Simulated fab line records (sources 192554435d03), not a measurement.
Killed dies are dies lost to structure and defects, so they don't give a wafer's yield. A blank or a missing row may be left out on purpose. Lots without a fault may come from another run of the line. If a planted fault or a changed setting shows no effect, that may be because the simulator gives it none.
fab line records | flow n5-finfet
record lots=7 wafers=21 last-day=19
route steps=1938 shown WELL_APT@46 PMOS_HMC_CHANNEL_EPI@57 BEOL_M4@1111
lots that met no fault: from a run of the same line without faults
start-h: the number of hours between the record's first day and the start of the first shown wafer of the lot | wait-h: hours since the lot's step before | " the same as in the row above | L1.1+2: a row that stands for several wafers | - either no value or no given start | * or withheld: withheld | < > ~ a bound
route shown NAME@n: NAME is a module with steps in the file, n the number in the route of the first one | usual: the fault-free wafers' mean and standard deviation | same: alike in all rows | chamber/n: place in a boat | sites: the reading at each site | _std_site: the values' standard deviation | _edge_site: the outer-site mean with the inner-site mean subtracted | radius-mm: for every site, how far away it sits from the centre of the wafer | mask NAME#n: copy n | behind: the last tool/chamber to shape the wafer | hold: reason for holding the lot/hours on hold/outcome of the hold | device: the transistor (n, p or np) that didn't switch | end of line: tests run on the same wafers once the route is complete | a step without rows: its recipe alone | killed: the dies lost at the first sort to structure and to defects; this is not the yield of the wafer | map: a wafer's dies, x killed, . not, _ none there
set.NAME: the setting the step ran with; set.NAME@STEP: the setting that earlier step ran with | model.NAME: the simulator's own value behind a step, which no gauge read
a table for each step, a row for each wafer; lots at some steps of the route
services: a tool's chamber out of use, with start hour (start-h, from the record's first day; less than 0 if before it), hours out, and reason
## steps
# step N5_WELL_APT_DESCUM_30
# recipe chemistry=O2 time-s=7.9 source-power-w=50 bias-power-w=20 pressure-mtorr=20 rf-frequency-hz=2.712e+07 temp-c=40 o2-flow-sccm=225
# usual drypump-motor-current-A=5.9/0.41 o2-flow-sccm=224.9/0.62 oes-product-au=0.79/0.091 rf-vpp-V=243.1/1.5 showerhead-plenum-p-Torr=2.08/0.084 throttle-valve-pct=20.44/0.2
# columns lot.wafer tool chamber start-h wait-h drypump-motor-current-A o2-flow-sccm oes-product-au rf-hours-counter-h rf-vpp-V showerhead-plenum-p-Torr throttle-valve-pct
L575.1 rie-diel-02 1 21.41 0.0 6.2 225.4 0.71 211 240.9 1.99 20.52
L575.3 " 0 " " 6.4 225.2 0.79 117 242.8 2.02 20.50
L575.6 " 1 " " 6.2 223.6 0.71 - 242.4 1.99 20.52
L579.3 rie-diel-02 0 45.35 0.0 6.4 224.9 0.78 126 242.8 2.02 20.50
L579.4 " 2 " " 6.0 225.2 0.84 74 244.2 2.21 20.22
L579.5 " 1 " " 6.2 224.8 0.71 - 241.1 1.99 20.54
L590.2 rie-diel-02 3 111.07 0.0 6.4 225.2 0.94 16 244.7 2.13 20.32
L590.4 " 2 " " 6.0 224.6 0.82 98 244.6 2.21 20.27
L590.5 " 2 " " 6.0 223.7 0.82 - 244.9 2.21 20.25
L591.4 rie-diel-02 3 117.15 0.0 6.3 225.0 0.94 18 244.0 2.13 20.33
L591.5 " 1 " " 6.2 225.6 0.69 - 242.4 1.98 20.59
L591.6 " 2 " " 6.0 224.9 0.82 - 245.7 2.21 20.27
L594.1 rie-diel-02 3 136.17 0.8 6.4 224.5 0.92 26 243.6 2.13 20.34
L594.2 " 0 " " 6.4 225.2 0.74 159 240.6 2.00 20.53
L594.6 " 2 " " 6.0 226.5 0.81 - 244.9 2.20 20.27
L596.2 rie-diel-03 0 146.89 0.0 5.7 225.7 0.71 222 243.2 1.98 20.57
L596.3 " 1 " " 5.9 225.5 0.88 39 244.7 2.13 20.57
L596.6 " 1 " " 5.9 225.2 0.88 - 243.7 2.13 20.57
L597.2 rie-diel-03 2 154.17 0.6 5.1 226.0 0.73 184 243.0 2.08 20.33
L597.4 " 1 " " 5.9 224.8 0.88 42 243.2 2.13 20.57
L597.5 " 1 " " 5.9 226.2 0.88 - 243.1 2.13 20.57
# step N5_WELL_APT_IMPLANT_31
# recipe species=B energy-kev=60 dose-cm2=1.5e+13 tilt-deg=0 rotation-deg=0
# step N5_WELL_APT_IMPLANT_32
# recipe species=BF2 energy-kev=50 dose-cm2=2e+13 tilt-deg=0 rotation-deg=0
# step N5_WELL_APT_STRIP_33
# recipe chemistry=SPM time-s=900 temp-c=130 h2so4-h2o2-vol-ratio=4 dry=ipa-marangoni
# step N5_WELL_APT_RTA_34
# recipe temp-c=1000 time-s=10 ambient=N2 idle-temp-c=600 ramp-up-c-per-s=150 ramp-down-c-per-s=60 cool-to-c=600
# usual lamp-power-pct=13.00/0.052 wafer_temp_C_max=1003.6/0.99
# columns lot.wafer tool chamber start-h wait-h lamp-power-pct wafer_temp_C_max
L575.1 rtp-anneal-02 0 22.18 0.0 13.01 1003.5
L575.3 " 0 " " 12.90 1003.2
L575.6 " 0 " " 13.02 1004.1
L579.3 rtp-anneal-01 0 46.22 0.1 13.04 1003.1
L579.4 " 0 " " 13.07 1005.8
L579.5 " 0 " " 12.93 1003.8
L590.2 rtp-anneal-02 0 111.85 0.0 13.01 1004.2
L590.4 " 0 " " 13.05 1003.5
L590.5 " 0 " " 12.97 1004.4
L591.4 rtp-anneal-02 0 117.98 0.1 12.98 1004.6
L591.5 " 0 " " 13.12 1003.4
L591.6 " 0 " " 12.97 1004.6
L594.1 rtp-anneal-02 0 136.93 0.0 12.96 1005.1
L594.2 " 0 " " 12.95 1002.6
L594.6 " 0 " " 13.05 1004.2
L596.2 rtp-anneal-01 0 147.74 0.1 13.10 1003.4
L596.3 " 0 " " 12.89 1003.6
L596.6 " 0 " " 13.16 1003.7
L597.2 rtp-anneal-01 0 154.96 0.1 12.96 1005.0
L597.4 " 0 " " 12.99 1003.7
L597.5 " 0 " " 13.04 1003.9
# step N5_WELL_APT_OXIDE_STRIP_42
# recipe chemistry=dHF dilution=25:1 time-s=45 temp-c=25 target=SiO2 target-depth-a=120
# step N5_WELL_APT_PRECLEAN_36
# recipe chemistry=O3/DIW time-s=45 temp-c=22 o3-ppm=10
# step N5_WELL_APT_PRECLEAN_39
# recipe chemistry=dHF time-s=60 dilution=150:1 temp-c=25
# step N5_WELL_APT_SRD_37
# recipe dry=ipa-marangoni do-ppb=5 time-s=30 temp-c=23 rinse-liquid=diw
# step N5_WELL_APT_EPI_41
# recipe material=Si target-thk-a=500 temp-c=650 precursor=SiH4/H2 pressure-torr=20 time-s=297.7
# usual throttle-valve-pct=11.03/0.22
# columns lot.wafer tool chamber start-h wait-h throttle-valve-pct
L575.1 epi-rpcvd-01 0 22.42 0.0 10.97
L575.3 " 0 " " 10.88
L575.6 " 0 " " 10.78
L579.3 epi-rpcvd-01 0 46.61 0.2 10.67
L579.4 " 0 " " 10.97
L579.5 " 0 " " 10.98
L590.2 epi-rpcvd-02 0 112.17 0.1 11.23
L590.4 " 0 " " 11.11
L590.5 " 0 " " 10.98
L591.4 epi-rpcvd-02 0 118.46 0.3 11.19
L591.5 " 0 " " 10.94
L591.6 " 0 " " 10.97
L594.1 epi-rpcvd-02 0 137.18 0.0 11.06
L594.2 " 0 " " 11.43
L594.6 " 0 " " 11.04
L596.2 epi-rpcvd-02 0 148.06 0.1 11.26
L596.3 " 0 " " 11.27
L596.6 " 0 " " 11.03
L597.2 epi-rpcvd-01 0 155.28 0.1 10.88
L597.4 " 0 " " 10.63
L597.5 " 0 " " 10.79
# step N5_WELL_APT_INSPECT_38
# recipe inspect-instrument=darkfield mode=post-epi
# usual raw-defect-count=12/4.5
# columns lot.wafer tool chamber start-h wait-h raw-defect-count
L575.1 defect-inspect-01 - 23.06 0.5 8
L575.3 " - " " 15
L575.6 " - " " 7
L579.3 defect-inspect-02 - 47.05 0.3 5
L579.4 " - " " 10
L579.5 " - " " 11
L590.2 defect-inspect-01 - 112.71 0.4 11
L590.4 " - " " 17
L590.5 " - " " 9
L591.4 defect-inspect-01 - 118.80 0.2 7
L591.5 " - " " 8
L591.6 " - " " 9
L594.1 defect-inspect-02 - 137.82 0.5 12
L594.2 " - " " 6
L594.6 " - " " 12
L596.2 defect-inspect-01 - 148.60 0.4 8
L596.3 " - " " 10
L596.6 " - " " 14
L597.2 defect-inspect-02 - 155.81 0.4 14
L597.4 " - " " 10
L597.5 " - " " 26
# step N5_PMOS_HMC_CHANNEL_EPI_HM_DEP_34
# recipe material=SiO2 target-thk-a=360 temp-c=400 precursor=TEOS/O2 pressure-torr=6.5 rf-w=900 teos-flow-sccm=161.4 gas=O2 flow-sccm=2650 time-s=6.9
# usual heater-power-w=616/130 showerhead-plenum-p-Torr=8.34/0.047 throttle-valve-pct=19.1/1.2
# columns lot.wafer tool chamber start-h wait-h heater-power-w showerhead-plenum-p-Torr throttle-valve-pct
L575.1 pecvd-01 1 23.09 0.0 534 8.35 19.3
L575.3 " 0 " " 542 8.41 20.5
L575.6 " 1 " " 522 8.36 19.7
L579.3 pecvd-01 2 47.09 0.0 841 8.27 16.8
L579.4 " 0 " " 562 8.41 20.8
L579.5 " 2 " " 842 8.28 16.8
L590.2 pecvd-03 0 112.74 0.0 601 8.37 19.8
L590.4 " 2 " " 525 8.31 18.6
L590.5 " 1 " " 566 8.35 19.6
L591.4 pecvd-01 1 118.85 0.0 544 8.37 19.6
L591.5 " 0 " " 559 8.43 21.2
L591.6 " 2 " " 884 8.27 17.1
L594.1 pecvd-03 2 137.86 0.0 633 8.33 18.9
L594.2 " 0 " " 554 8.37 19.5
L594.6 " 2 " " 624 8.31 18.9
L596.2 pecvd-03 1 148.64 0.0 665 8.35 19.4
L596.3 " 0 " " 556 8.38 19.5
L596.6 " 0 " " 559 8.40 19.4
L597.2 pecvd-01 0 155.85 0.0 588 8.42 21.1
L597.4 " 1 " " 479 8.36 19.7
L597.5 " 2 " " 912 8.25 17.7
# step N5_PMOS_HMC_CHANNEL_EPI_COAT_31
# recipe resist=BARC temp-c=205 time-s=60 spin-rpm=1500 resist-thk-nm=66
# usual chill-plate-temp-C=23.01/0.093 exhaust-pa=45.1/0.95 heater-power-total-W=391.7/1.3 plate-temp-C=205.01/0.17
# columns lot.wafer tool chamber start-h wait-h chill-plate-temp-C exhaust-pa heater-power-total-W plate-temp-C
L575.1 litho-track-01 0 23.15 0.0 22.85 45.0 391.2 204.97
L575.3 " 0 " " 22.96 44.8 391.5 204.72
L575.6 " 0 " " 22.98 45.2 391.7 204.91
L579.3 litho-track-03 0 47.14 0.0 22.93 45.7 391.4 204.74
L579.4 " 0 " " 23.06 46.2 390.6 204.87
L579.5 " 0 " " 23.12 45.4 393.4 204.72
L590.2 litho-track-03 0 112.80 0.0 22.98 45.4 386.0 202.08
L590.4 " 0 " " 23.06 45.2 382.9 202.36
L590.5 " 0 " " 22.94 45.8 383.1 201.85
L591.4 litho-track-03 0 118.89 0.0 23.12 44.9 386.3 202.17
L591.5 " 0 " " 23.09 45.0 383.2 202.28
L591.6 " 0 " " 22.97 45.2 387.2 202.24
L594.1 litho-track-03 0 137.91 0.0 23.06 45.2 384.1 202.50
L594.2 " 0 " " 22.92 46.8 387.0 202.60
L594.6 " 0 " " 23.06 45.3 387.0 202.60
L596.2 litho-track-05 0 148.71 0.1 23.00 42.4 392.9 205.06
L596.3 " 0 " " 23.05 43.3 389.5 205.05
L596.6 " 0 " " 22.94 44.7 393.2 205.02
L597.2 litho-track-01 0 155.90 0.0 22.95 44.5 392.6 205.09
L597.4 " 0 " " 23.08 45.0 391.0 204.91
L597.5 " 0 " " 22.94 44.9 390.6 204.97
# step N5_PMOS_HMC_CHANNEL_EPI_COAT_03
# recipe resist=CAR-ArF-block spin-rpm=1500 resist-thk-nm=205
# step N5_BEOL_M4_RC_MEAS_101
# usual DIBL_N=36.3/1.9 DIBL_P=36.0/2.1 IOFF_N=0.16/0.031 IOFF_P=0.21/0.035 ION_N=675/14 ION_P=464/8.5 SS_N=71.5/0.6 SS_P=73.3/0.72 VT_N=250/3.2 VT_P=-250/3.1
# columns lot.wafer tool chamber start-h wait-h DIBL_N[mV/V] DIBL_P[mV/V] IOFF_N[nA/um] IOFF_P[nA/um] ION_N[uA/um] ION_P[uA/um] SS_N[mV/dec] SS_P[mV/dec] VT_N[mV] VT_P[mV]
L575.1 prober-02 0 173.37 0.0 33.9 33.4 0.11 0.17 662 457 70.9 71.9 253 -248
L575.3 " 0 " " 38.7 38.1 0.21 0.26 676 466 72.7 73.5 248 -246
L575.6 " 0 " " 35.0 35.1 0.13 0.21 663 459 71.5 73.5 251 -248
L579.3 prober-01 0 192.98 0.3 35.8 36.9 0.16 0.24 680 471 71.8 73.4 251 -249
L579.4 " 0 " " 33.1 33.2 0.13 0.19 672 468 71.0 72.2 251 -248
L579.5 " 0 " " 34.9 36.5 0.16 0.25 676 469 70.9 73.0 249 -244
L594.1 prober-01 0 289.37 0.0 38.2 40.3 0.19 0.22 681 458 71.8 74.0 248 -253
L594.2 " 0 " " 36.4 38.6 0.17 0.20 702 473 72.0 73.6 248 -253
L594.6 " 0 " " 36.3 37.3 0.16 0.18 688 464 71.4 73.4 247 -255
L590.2 prober-02 0 295.45 0.2 34.9 34.0 0.13 0.17 667 461 71.4 73.6 251 -250
L590.4 " 0 " " 37.8 38.2 0.19 0.25 690 475 71.7 74.8 247 -247
L590.5 " 0 " " 38.5 38.7 0.20 0.25 696 476 72.1 74.2 244 -245
L591.4 prober-01 0 313.87 0.5 39.4 36.5 0.20 0.22 678 456 71.4 72.8 248 -252
L591.5 " 0 " " 39.2 36.7 0.18 0.22 679 464 71.8 73.6 252 -252
L591.6 " 0 " " 38.0 36.6 0.16 0.22 673 461 71.7 74.1 251 -248
L596.2 prober-02 0 324.74 0.2 35.5 35.9 0.15 0.22 698 483 71.4 73.2 249 -250
L596.3 " 0 " " 33.4 33.9 0.11 0.20 652 462 71.5 71.7 255 -248
L596.6 " 0 " " 34.1 34.3 0.13 0.20 683 478 72.3 72.5 253 -250
L597.2 prober-01 0 340.83 0.2 36.4 36.4 0.14 0.21 650 452 71.2 72.6 254 -250
L597.4 " 0 " " 35.2 35.1 0.14 0.19 665 461 71.4 72.9 250 -254
L597.5 " 0 " " 36.7 37.6 0.17 0.22 663 457 71.0 73.8 252 -250
## services
# columns tool chamber start-h hours kind
pecvd-01 - 5.40 2.1 repair
rtp-anneal-02 - 7.12 3.3 pm
pecvd-03 0 7.98 5.9 repair
pecvd-01 - 19.29 0.3 repair
epi-rpcvd-02 - 22.73 0.8 repair
epi-rpcvd-02 - 41.53 8.1 pm
rie-diel-03 1 50.89 8.8 repair
rie-diel-02 3 52.36 - clean
rie-diel-02 3 52.36 - consumable-replace:focus-ring
rie-diel-02 3 52.36 12.7 scheduled-down
rie-diel-02 3 52.36 12.7 vent-cycle
litho-track-03 - 58.98 - consumable-replace:filter
pecvd-01 - 68.86 5.5 pm
pecvd-03 0 85.10 2.1 scheduled-down
epi-rpcvd-01 - 96.50 1.0 repair
rie-diel-03 2 103.38 6.4 repair
rie-diel-03 0 107.48 11.9 repair
epi-rpcvd-01 - 112.72 14.6 pm
rie-diel-02 1 132.22 - clean
rie-diel-02 1 132.22 - consumable-replace:focus-ring
rie-diel-02 1 132.22 - consumable-replace:showerhead
rie-diel-02 1 132.22 12.2 scheduled-down
rie-diel-02 1 132.22 12.2 vent-cycle
pecvd-03 2 145.82 5.5 scheduled-down
## key
first-sign step=N5_PMOS_HMC_CHANNEL_EPI_COAT_31 reading=plate-temp-C direction=down sigmas=16 usual=* struck=*
effect step=N5_PMOS_HMC_CHANNEL_EPI_COAT_31 reading=heater-power-total-W direction=down sigmas=4.9 usual=* struck=*
met-at N5_PMOS_HMC_CHANNEL_EPI_COAT_31
struck-wafers L590.2,L590.4,L590.5,L591.4,L591.5,L591.6,L594.1,L594.2,L594.6
onset-between 47.14 112.80
fault kind=process-parameter-drift tool=litho-track-03 chamber=- onset-h=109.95 steps=N5_PMOS_HMC_CHANNEL_EPI_COAT_31 channel=temp-c offset=* shape=step end-h=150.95 acts-in=* stated=*
